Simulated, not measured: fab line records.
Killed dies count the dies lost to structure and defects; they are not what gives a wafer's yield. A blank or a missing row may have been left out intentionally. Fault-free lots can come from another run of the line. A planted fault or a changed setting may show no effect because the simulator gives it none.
fab line records | flow n5-finfet
record: lots: 14 wafers: 37 last-day: 18
route steps=1938 shown GATE_CUT@505 MOL_CONTACT_COAG@519
lots that met no fault: from a run of the same line without faults
start-h: start of the lot's first displayed wafer, in hours after the record's first day | wait-h: hours from the lot's prior step to this one | " repeats the value in the row above | L1.1+2: a row that stands for several wafers | - value missing, or start not given | * or withheld: withheld | < > ~ a bound
route shown NAME@n: NAME is a module with steps in the file, n the number in the route of the first one | usual: average and standard deviation across the fault-free wafers | same: alike in all rows | chamber/n: place in a boat | sites: each site's reading | _std_site: standard deviation of those values | _edge_site: mean of outer sites minus mean of inner sites | radius-mm: for every site, how far away it sits from the centre of the wafer | mask NAME#n: copy n | behind: the last tool/chamber to shape the wafer | hold: the reason the lot was held/the length of the hold in hours/how it ended | device: whichever transistor did not switch (one of n, p or np) | end of line: the route-end tests of the same wafers | a step given without rows: its recipe and nothing more | killed: count of dies lost to structure and defects at first sort (not the wafer's yield) | map: per-die view of a wafer (x killed, . not killed, _ where there is no die)
set.NAME: the setting the step ran with; set.NAME@STEP: the setting that earlier step ran with | model.NAME: the simulator's own value behind a step, which no gauge read
the route's steps for a sample of lots (tables are steps, rows are wafers)
services: the hour from which a tool's chamber was out of use, counted from the record's first day as start-h (under 0 if before that day), plus the number of hours and why
== steps ==
step: N5_GATE_CUT_VAPOR_ETCH_49
recipe: chemistry: BCl3/Cl2 target: TiAlC mode: isotropic
usual: drypump-motor-current-A: 5.7/0.34 oes-product-au: 0.79/0.087
columns lot.wafer tool chamber start-h wait-h drypump-motor-current-A oes-product-au
L209.1 rie-metal-03 1 94.53 0.0 5.9 0.81
L209.4 " 0 " " 5.6 0.81
L209.6 " 1 " " 5.9 0.82
L210.3 rie-metal-03 1 95.52 0.0 5.9 0.81
L210.4 " 0 " " 5.6 0.80
L210.5 " 0 " " 5.6 0.81
L212.2 rie-metal-02 0 112.78 0.0 5.7 0.78
L212.4 " 0 " " 5.6 0.79
L212.5 " 1 " " 6.3 0.79
L213.1 rie-metal-01 0 115.22 0.0 5.2 0.94
L213.2 " 1 " " 5.5 0.60
L213.3 " 0 " " 5.2 0.94
L214.2 rie-metal-03 1 124.19 0.0 5.9 0.81
L214.5 " 1 " " 5.9 0.81
L215.2 rie-metal-03 1 126.37 0.0 6.0 0.80
L215.3 " 1 " " 6.0 0.81
L216.1 rie-metal-01 0 135.27 0.0 5.1 0.93
L216.6 " 0 " " 5.1 0.93
L217.3 rie-metal-01 0 139.81 0.0 5.2 0.93
L217.4 " 1 " " 5.5 0.60
L218.1 rie-metal-02 1 145.61 0.0 6.3 0.78
L218.4 " 0 " " 5.6 0.78
L218.6 " 0 " " 5.6 0.78
L221.2 rie-metal-03 0 165.26 0.0 5.6 0.79
L221.4 " 1 " " 5.9 0.80
L222.3 rie-metal-01 0 173.51 0.0 5.2 0.91
L222.4 " 1 " " 5.5 0.60
L222.5 " 0 " " 5.2 0.90
L223.2 rie-metal-01 0 176.51 0.0 5.2 0.91
L223.4 " 1 " " 5.5 0.60
L223.5 " 0 " " 5.2 0.91
L227.2 rie-metal-03 1 202.94 0.0 5.9 0.80
L227.4 " 1 " " 5.9 0.80
L227.6 " 1 " " 5.9 0.79
L230.1 rie-metal-03 0 225.46 0.0 5.6 0.78
L230.4 " 1 " " 5.9 0.78
L230.6 " 1 " " 5.9 0.78
step: N5_GATE_CUT_STRIP_21
recipe: chemistry: N2/H2 time-s: 30 power-w: 1000 temp-c: 250 pressure-mtorr: withheld n2-flow-sccm: 1750 h2-flow-sccm: 3250
usual: drypump-motor-current-A: 5.6/0.3 heater-power-w: 355/10
same: time-s: 30
columns lot.wafer tool chamber start-h wait-h drypump-motor-current-A heater-power-w rf-hours-counter-h
L209.1 plasma-asher-01 0 94.62 0.0 5.3 364 81
L209.4 " 1 " " 5.5 358 -
L209.6 " 1 " " 5.5 357 -
L210.3 plasma-asher-01 0 95.61 0.1 5.3 367 -
L210.4 " 1 " " 5.4 356 -
L210.5 " 0 " " 5.3 370 -
L212.2 plasma-asher-02 0 112.86 0.0 5.7 334 45
L212.4 " 0 " " 5.7 340 -
L212.5 " 0 " " 5.7 340 -
L213.1 plasma-asher-01 1 115.30 0.0 5.5 364 84
L213.2 " 0 " " 5.3 369 84
L213.3 " 1 " " 5.5 364 -
L214.2 plasma-asher-02 1 124.27 0.0 6.2 354 48
L214.5 " 0 " " 5.7 341 -
L215.2 plasma-asher-01 0 126.45 0.0 5.3 359 86
L215.3 " 1 " " 5.5 365 -
L216.1 plasma-asher-01 1 135.35 0.0 5.4 361 89
L216.6 " 0 " " 5.3 351 -
L217.3 plasma-asher-02 1 139.90 0.1 6.1 357 -
L217.4 " 0 " " 5.7 332 -
L218.1 plasma-asher-02 1 145.69 0.0 6.2 350 52
L218.4 " 1 " " 6.2 365 -
L218.6 " 1 " " 6.2 356 -
L221.2 plasma-asher-02 1 165.34 0.0 6.1 355 55
L221.4 " 0 " " 5.7 338 -
L222.3 plasma-asher-01 0 173.60 0.1 5.3 359 -
L222.4 " 1 " " 5.4 348 -
L222.5 " 0 " " 5.3 360 -
L223.2 plasma-asher-01 1 176.59 0.0 5.5 354 96
L223.4 " 0 " " 5.3 364 -
L223.5 " 1 " " 5.5 354 -
L227.2 plasma-asher-02 0 203.02 0.0 5.7 343 63
L227.4 " 0 " " 5.7 344 -
L227.6 " 0 " " 5.7 343 -
L230.1 plasma-asher-01 0 225.82 0.3 5.3 366 107
L230.4 " 1 " " 5.5 357 -
L230.6 " 1 " " 5.5 367 -
step: N5_MOL_CONTACT_COAG_COAT_58
recipe: resist: underlayer temp-c: 205 time-s: 60 spin-rpm: 1500 resist-thk-nm: 10
usual: spin-speed-rpm: 1500.1/1
same: time-s: 60
columns lot.wafer tool chamber start-h wait-h spin-speed-rpm
L209.1 litho-track-02 0 97.82 - 1498.8
L209.4 " 0 " " 1500.9
L209.6 " 0 " " 1500.7
L210.3 litho-track-01 0 99.41 - 1500.7
L210.4 " 0 " " 1500.8
L210.5 " 0 " " 1499.8
L212.2 litho-track-04 0 115.66 - 1498.8
L212.4 " 0 " " 1499.3
L212.5 " 0 " " 1502.9
L213.1 litho-track-02 0 118.08 - 1500.0
L213.2 " 0 " " 1500.3
L213.3 " 0 " " 1500.7
L214.2 litho-track-01 0 130.23 - 1498.5
L214.5 " 0 " " 1499.8
L215.2 litho-track-04 0 130.33 - 1500.7
L215.3 " 0 " " 1500.9
L216.1 litho-track-04 0 138.07 - 1498.2
L216.6 " 0 " " 1500.1
L217.3 litho-track-01 0 142.59 - 1501.0
L217.4 " 0 " " 1500.1
L218.1 litho-track-02 0 148.77 - 1499.5
L218.4 " 0 " " 1501.4
L218.6 " 0 " " 1500.1
L221.2 litho-track-04 0 168.82 - 1498.7
L221.4 " 0 " " 1501.0
L222.3 litho-track-02 0 177.09 - 1679.2
L222.4 " 0 " " 1677.2
L222.5 " 0 " " 1679.1
L223.2 litho-track-02 0 180.66 - 1677.0
L223.4 " 0 " " 1675.7
L223.5 " 0 " " 1677.8
L227.2 litho-track-01 0 205.73 - 1501.7
L227.4 " 0 " " 1501.7
L227.6 " 0 " " 1500.4
L230.1 litho-track-01 0 229.36 - 1500.4
L230.4 " 0 " " 1500.2
L230.6 " 0 " " 1500.5
step: N5_MOL_CONTACT_COAG_INSPECT_10
recipe: mode: adi inspect-instrument: brightfield
usual: raw-defect-count: 73/27
columns lot.wafer tool chamber start-h wait-h raw-defect-count
L209.1 defect-inspect-01 - 98.17 0.1 42
L209.4 " - " " 43
L209.6 " - " " 45
L210.3 defect-inspect-02 - 99.89 0.0 132
L210.4 " - " " 77
L210.5 " - " " 121
L212.2 defect-inspect-01 - 116.02 0.0 58
L212.4 " - " " 73
L212.5 " - " " 103
L213.1 defect-inspect-02 - 118.43 0.1 101
L213.2 " - " " 117
L213.3 " - " " 88
L214.2 defect-inspect-01 - 130.71 0.0 46
L214.5 " - " " 62
L215.2 defect-inspect-01 - 130.75 0.0 125
L215.3 " - " " 92
L216.1 defect-inspect-02 - 138.42 0.1 49
L216.6 " - " " 50
L217.3 defect-inspect-02 - 143.07 0.0 82
L217.4 " - " " 78
L218.1 defect-inspect-01 - 149.13 0.1 78
L218.4 " - " " 52
L218.6 " - " " 85
L221.2 defect-inspect-01 - 169.37 0.0 74
L221.4 " - " " 92
L222.3 defect-inspect-01 - 177.56 0.0 90
L222.4 " - " " 144
L222.5 " - " " 103
L223.2 defect-inspect-01 - 181.01 0.0 54
L223.4 " - " " 74
L223.5 " - " " 91
L227.2 defect-inspect-01 - 206.21 0.0 77
L227.4 " - " " 85
L227.6 " - " " 72
L230.1 defect-inspect-02 - 229.84 0.1 46
L230.4 " - " " 68
L230.6 " - " " 72
== services ==
columns tool chamber start-h hours kind
litho-track-02 - 103.13 - consumable-replace:filter
litho-track-02 - 145.65 - consumable-replace:filter
rie-metal-01 - 167.32 2.4 repair
rie-metal-01 1 182.03 - clean
rie-metal-01 1 182.03 18.0 scheduled-down
rie-metal-01 1 182.03 18.0 vent-cycle
litho-track-01 - 184.10 - consumable-replace:filter
== key ==
first-sign: step: N5_MOL_CONTACT_COAG_COAT_58 reading: spin-speed-rpm direction: up sigmas: 99+ usual: * struck: *
effect none on later readings
met-at N5_MOL_CONTACT_COAG_COAT_58
struck-lots L222,L223
tester-left-out L222,L223
baseline-loss: step: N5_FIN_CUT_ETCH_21 wafers: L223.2
not-acting-at N5_GATE_CUT_VAPOR_ETCH_49,N5_GATE_CUT_STRIP_21,N5_MOL_CONTACT_COAG_INSPECT_10
onset-between 148.77 177.09
fault: kind: process-parameter-drift tool: litho-track-02 chamber: - onset-h: 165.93 steps: N5_MOL_CONTACT_COAG_COAT_58 channel: spin-rpm offset: * shape: step end-h: 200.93 acts-in: * stated: *
tester-left-out: of these lots the tester's yield and bins aren't shown, on N5 and GAA mostly nor the transistor test; their killed dies are dies lost to structure and defects alone, not to doping, threshold or leakage, so they don't give the yield
baseline-loss: these wafers lose ten dies or more at that step, a loss of the line's own and not of a fault; the sort's usual values leave them out
